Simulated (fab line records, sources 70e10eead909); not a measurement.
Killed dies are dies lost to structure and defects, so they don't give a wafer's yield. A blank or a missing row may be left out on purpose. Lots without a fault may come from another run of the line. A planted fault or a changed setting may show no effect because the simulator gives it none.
Which tool did it? | flow nand_harc | 24 lots, 72 wafers sampled, at 5 steps of a route of 1302

WHAT THE GAUGES READ, wafer by wafer
NHARC_A_CONTACT_INSPECT_71.
lot  | measured     | on                | raw_defect_count
L074 | day 22 10:03 | defect_inspect-02 | 17 19 21
L075 | day 22 10:13 | defect_inspect-02 | 128 150 132
L076 | day 22 14:58 | defect_inspect-01 | 142 148 152
L077 | day 23 15:50 | defect_inspect-01 | 66 51 51
L079 | day 23 23:30 | defect_inspect-02 | 61 54 50
L078 | day 24 16:32 | defect_inspect-02 | 84 75 80
L081 | day 24 23:39 | defect_inspect-02 | 67 67 56
L082 | day 25 08:20 | defect_inspect-02 | 67 68 61
L080 | day 25 12:28 | defect_inspect-01 | 114 110 99
L083 | day 25 14:59 | defect_inspect-02 | 85 93 90
L084 | day 25 20:26 | defect_inspect-02 | 152 129 139
L085 | day 26 16:11 | defect_inspect-01 | 104 99 119
L086 | day 27 00:41 | defect_inspect-01 | 71 62 68
L087 | day 27 03:11 | defect_inspect-02 | 93 90 77
L088 | day 28 05:59 | defect_inspect-01 | 137 142 132
L089 | day 28 08:14 | defect_inspect-02 | 116 75 93
L090 | day 29 00:50 | defect_inspect-01 | 85 61 67
L091 | day 29 02:09 | defect_inspect-02 | 47 61 56
L092 | day 29 07:50 | defect_inspect-01 | 109 100 127
L093 | day 29 23:26 | defect_inspect-02 | 121 102 110
L096 | day 30 07:05 | defect_inspect-02 | 115 101 98
L094 | day 30 07:28 | defect_inspect-02 | 73 81 67
L095 | day 30 13:08 | defect_inspect-01 | 80 63 76
L097 | day 31 18:31 | defect_inspect-01 | 108 131 117

WHICH TOOL RAN EACH LOT (tool, then ch and the chambers of the sampled wafers, then the start)
lot  | NHARC_A_CONTACT_ETCH_113             | NHARC_A_CONTACT_ETCH_114             | NHARC_A_CONTACT_ETCH_115             | NHARC_A_CONTACT_DEP_57
L074 | har_cap_etch-02 ch 0,1, day 22 01:09 | har_cap_etch-02 ch 0,1, day 22 01:23 | har_cap_etch-02 ch 0,1, day 22 01:37 | acl_dep-03 ch 0, day 22 06:29
L075 | har_cap_etch-03 ch 0,1, day 22 01:46 | har_cap_etch-03 ch 0,1, day 22 01:57 | har_cap_etch-03 ch 0,1, day 22 02:07 | acl_dep-02 ch 0, day 22 05:48
L076 | har_cap_etch-02 ch 0,1, day 22 06:23 | har_cap_etch-02 ch 0,1, day 22 06:37 | har_cap_etch-02 ch 0,1, day 22 06:51 | acl_dep-03 ch 0, day 22 11:32
L077 | har_cap_etch-01 ch 0,1, day 23 07:27 | har_cap_etch-01 ch 0,1, day 23 07:37 | har_cap_etch-01 ch 0,1, day 23 07:47 | acl_dep-01 ch 0, day 23 12:56
L079 | har_cap_etch-03 ch 0,1, day 23 15:30 | har_cap_etch-03 ch 0,1, day 23 15:40 | har_cap_etch-03 ch 0,1, day 23 15:50 | acl_dep-02 ch 0, day 23 19:26
L078 | har_cap_etch-03 ch 0,1, day 24 05:03 | har_cap_etch-03 ch 0,1, day 24 05:13 | har_cap_etch-03 ch 0,1, day 24 05:23 | acl_dep-02 ch 0, day 24 14:05
L081 | har_cap_etch-01 ch 0,1, day 24 12:36 | har_cap_etch-01 ch 0,1, day 24 12:46 | har_cap_etch-01 ch 0,1, day 24 12:56 | acl_dep-03 ch 0, day 24 19:34
L082 | har_cap_etch-02 ch 0,1, day 25 00:21 | har_cap_etch-02 ch 0,1, day 25 00:31 | har_cap_etch-02 ch 0,1, day 25 00:41 | acl_dep-01 ch 0, day 25 04:45
L080 | har_cap_etch-03 ch 0,1, day 25 03:35 | har_cap_etch-03 ch 0,1, day 25 03:45 | har_cap_etch-03 ch 0,1, day 25 03:55 | acl_dep-03 ch 0, day 25 09:26
L083 | har_cap_etch-01 ch 1, day 25 06:52   | har_cap_etch-01 ch 1, day 25 07:02   | har_cap_etch-01 ch 1, day 25 07:13   | acl_dep-02 ch 0, day 25 11:26
L084 | har_cap_etch-01 ch 0,1, day 25 12:07 | har_cap_etch-01 ch 0,1, day 25 12:17 | har_cap_etch-01 ch 0,1, day 25 12:28 | acl_dep-02 ch 0, day 25 16:23
L085 | har_cap_etch-02 ch 0,1, day 26 04:20 | har_cap_etch-02 ch 0,1, day 26 04:31 | har_cap_etch-02 ch 0,1, day 26 04:41 | acl_dep-01 ch 0, day 26 12:08
L086 | har_cap_etch-01 ch 0,1, day 26 11:23 | har_cap_etch-01 ch 0,1, day 26 11:33 | har_cap_etch-01 ch 0,1, day 26 11:43 | acl_dep-02 ch 0, day 26 22:11
L087 | har_cap_etch-02 ch 0,1, day 26 13:29 | har_cap_etch-02 ch 0,1, day 26 13:43 | har_cap_etch-02 ch 0,1, day 26 13:56 | acl_dep-03 ch 0, day 26 23:38
L088 | har_cap_etch-03 ch 0,1, day 27 22:10 | har_cap_etch-03 ch 0,1, day 27 22:20 | har_cap_etch-03 ch 0,1, day 27 22:30 | acl_dep-03 ch 0, day 28 02:32
L089 | har_cap_etch-01 ch 0,1, day 27 23:23 | har_cap_etch-01 ch 0,1, day 27 23:33 | har_cap_etch-01 ch 0,1, day 27 23:43 | acl_dep-01 ch 0, day 28 04:40
L090 | har_cap_etch-01 ch 0,1, day 28 14:37 | har_cap_etch-01 ch 0,1, day 28 14:47 | har_cap_etch-01 ch 0,1, day 28 14:57 | acl_dep-02 ch 0, day 28 20:49
L091 | har_cap_etch-02 ch 0,1, day 28 14:56 | har_cap_etch-02 ch 0,1, day 28 15:06 | har_cap_etch-02 ch 0,1, day 28 15:16 | acl_dep-01 ch 0, day 28 22:02
L092 | har_cap_etch-02 ch 0,1, day 28 23:20 | har_cap_etch-02 ch 0,1, day 28 23:30 | har_cap_etch-02 ch 0,1, day 28 23:40 | acl_dep-02 ch 0, day 29 03:46
L093 | har_cap_etch-02 ch 0,1, day 29 14:46 | har_cap_etch-02 ch 0,1, day 29 14:55 | har_cap_etch-02 ch 0,1, day 29 15:05 | acl_dep-01 ch 0, day 29 20:34
L096 | har_cap_etch-01 ch 0,1, day 29 22:47 | har_cap_etch-01 ch 0,1, day 29 22:57 | har_cap_etch-01 ch 0,1, day 29 23:07 | acl_dep-03 ch 0, day 30 03:03
L094 | har_cap_etch-02 ch 0,1, day 29 23:00 | har_cap_etch-02 ch 0,1, day 29 23:10 | har_cap_etch-02 ch 0,1, day 29 23:20 | acl_dep-02 ch 0, day 30 03:55
L095 | har_cap_etch-01 ch 0,1, day 30 02:53 | har_cap_etch-01 ch 0,1, day 30 03:04 | har_cap_etch-01 ch 0,1, day 30 03:14 | acl_dep-02 ch 0, day 30 10:40
L097 | har_cap_etch-01 ch 0,1, day 31 10:20 | har_cap_etch-01 ch 0,1, day 31 10:31 | har_cap_etch-01 ch 0,1, day 31 10:41 | acl_dep-02 ch 0, day 31 15:20
- NHARC_A_CONTACT_ETCH_113: etches the open film in C4F8/O2/Ar, time 190 s, target depth 1850 nm.
- NHARC_A_CONTACT_ETCH_114: etches the open film in C4F8/O2/Ar, time 190 s, target depth 1850 nm.
- NHARC_A_CONTACT_ETCH_115: etches the open film in C4F8/O2/Ar, time 190 s, target depth 1850 nm.
- NHARC_A_CONTACT_DEP_57: deposits aC, target thk 5300 nm.

WHAT THE TOOLS THEMSELVES READ (means of the sampled wafers that have a number; where no wafer has one, the mark that the record gives instead)
NHARC_A_CONTACT_DEP_57.
lot  | tool       | throttle_valve_pct (%)
L074 | acl_dep-03 | 35.002
L075 | acl_dep-02 | 34.997
L076 | acl_dep-03 | 34.995
L077 | acl_dep-01 | 35.005
L079 | acl_dep-02 | 35.012
L078 | acl_dep-02 | 35.007
L081 | acl_dep-03 | 35.001
L082 | acl_dep-01 | 34.995
L080 | acl_dep-03 | 34.987
L083 | acl_dep-02 | 35.001
L084 | acl_dep-02 | 35.008
L085 | acl_dep-01 | 34.994
L086 | acl_dep-02 | 35.004
L087 | acl_dep-03 | 35.001
L088 | acl_dep-03 | 35.006
L089 | acl_dep-01 | 35.006
L090 | acl_dep-02 | 35.003
L091 | acl_dep-01 | 35.005
L092 | acl_dep-02 | 35.000
L093 | acl_dep-01 | 34.994
L096 | acl_dep-03 | 35.002
L094 | acl_dep-02 | 34.987
L095 | acl_dep-02 | 34.998
L097 | acl_dep-02 | 34.991

THE ANSWER, worked out from the rows above alone
Rule: what is usual is taken from the lots themselves. Put in order of their means at a reading, lots are off if they are a third of the lots or fewer, leave a main group of 4 or more, and stand apart from it by a gap of 3 or more times the standard deviation of the main group's means; of several such gaps the widest counts. A main group whose means are all the same, to the digits that the tables above print for the reading, isn't used. A lot without any number at a reading at which 4 lots or more have one is off too. The other lots that the step has rows for count as sound. The gauges are gone through in route order, then the tools' own readings, and for those a lot's mean is taken as printed above. The first step at which some lot is off is used, and at that step the reading that is off furthest; a lot without a number counts as furthest.
No lot is off at any reading shown: from this, nothing can be told.

WHAT THE SIMULATOR HAD PUT IN
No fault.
